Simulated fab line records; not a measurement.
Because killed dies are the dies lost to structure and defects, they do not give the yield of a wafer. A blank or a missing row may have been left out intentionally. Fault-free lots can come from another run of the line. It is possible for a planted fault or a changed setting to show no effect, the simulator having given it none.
Matching of chambers | flow n5_finfet | 4 sister chambers for N5_DUMMY_REMOVAL_HM_STRIP_01 on rie_diel-03
The step strips SiNx in CH3F/O2, stops on poly-Si, target depth 4 nm, time 6.8 s. 16 wafers are shown with their chamber, then 8 later ones without.

== EACH WAFER AND ITS CHAMBER ==
wafer  | chamber | throttle_valve_pct (%) | oes_product_au (a.u.) | showerhead_plenum_p_Torr (Torr)
L077.2 | 3       | 16.53                  | 0.59                  | 2.01
L077.3 | 0       | 16.41                  | 0.74                  | 2.13
L077.5 | 3       | 16.52                  | 0.59                  | 2.01
L080.2 | 2       | 16.73                  | 0.63                  | 2.12
L080.3 | 1       | 16.23                  | 0.67                  | 2.05
L080.5 | 1       | 16.23                  | 0.68                  | 2.05
L082.1 | 1       | 16.23                  | 0.67                  | 2.05
L082.2 | 3       | 16.56                  | 0.59                  | 2.00
L082.3 | 0       | 16.43                  | 0.74                  | 2.12
L084.2 | 1       | 16.26                  | 0.67                  | 2.05
L084.3 | 2       | 16.73                  | 0.63                  | 2.11
L084.4 | 0       | 16.46                  | 0.72                  | 2.12
L086.2 | 1       | 16.24                  | 0.67                  | 2.04
L086.4 | 0       | 16.45                  | 0.72                  | 2.12
L086.5 | 3       | 16.55                  | 0.58                  | 2.00
L090.3 | 1       | 16.27                  | 0.66                  | 2.04

SIGNATURES (averages over the wafers above)
reading                  | chamber 0 | chamber 1 | chamber 2 | chamber 3 | scatter within a chamber
throttle_valve_pct       | 16.4375   | 16.2433   | 16.7300   | 16.5400   | 0.0183
oes_product_au           | 0.7300    | 0.6700    | 0.6300    | 0.5875    | 0.0075
showerhead_plenum_p_Torr | 2.1225    | 2.0467    | 2.1150    | 2.0050    | 0.00546
Rule: a wafer's distance from a chamber is the root of the sum, over the readings, of the square of ((its reading less the chamber's mean) divided by the reading's scatter). If the next closest chamber is less than 2 further off than the closest, the wafer can't be placed; otherwise it belongs to the closest. The scatter: the root of (the sum of the squares of (reading less its chamber's mean) over the shown wafers, divided by (wafers less chambers)).

== WAFERS WHOSE CHAMBER IS MISSING ==
wafer  | throttle_valve_pct (%) | oes_product_au (a.u.) | showerhead_plenum_p_Torr (Torr)
L090.4 | 16.75                  | 0.62                  | 2.11
L090.6 | 16.26                  | 0.67                  | 2.04
L096.1 | 16.59                  | 0.57                  | 1.99
L096.2 | 16.77                  | 0.61                  | 2.10
L096.5 | 16.60                  | 0.57                  | 1.99
L097.1 | 16.49                  | 0.69                  | 2.11
L097.2 | 16.61                  | 0.56                  | 1.99
L097.4 | 16.28                  | 0.65                  | 2.04

== WHICH CHAMBER EACH ONE RAN IN ==
wafer  | from the rows above | in truth
L090.4 | 2                   | 2
L090.6 | 1                   | 1
L096.1 | 3                   | 3
L096.2 | 2                   | 2
L096.5 | 3                   | 3
L097.1 | 0                   | 0
L097.2 | 3                   | 3
L097.4 | 1                   | 1
Placed correctly: 8 of 8. Can't be placed from these rows: 0. Number placed wrongly: 0.
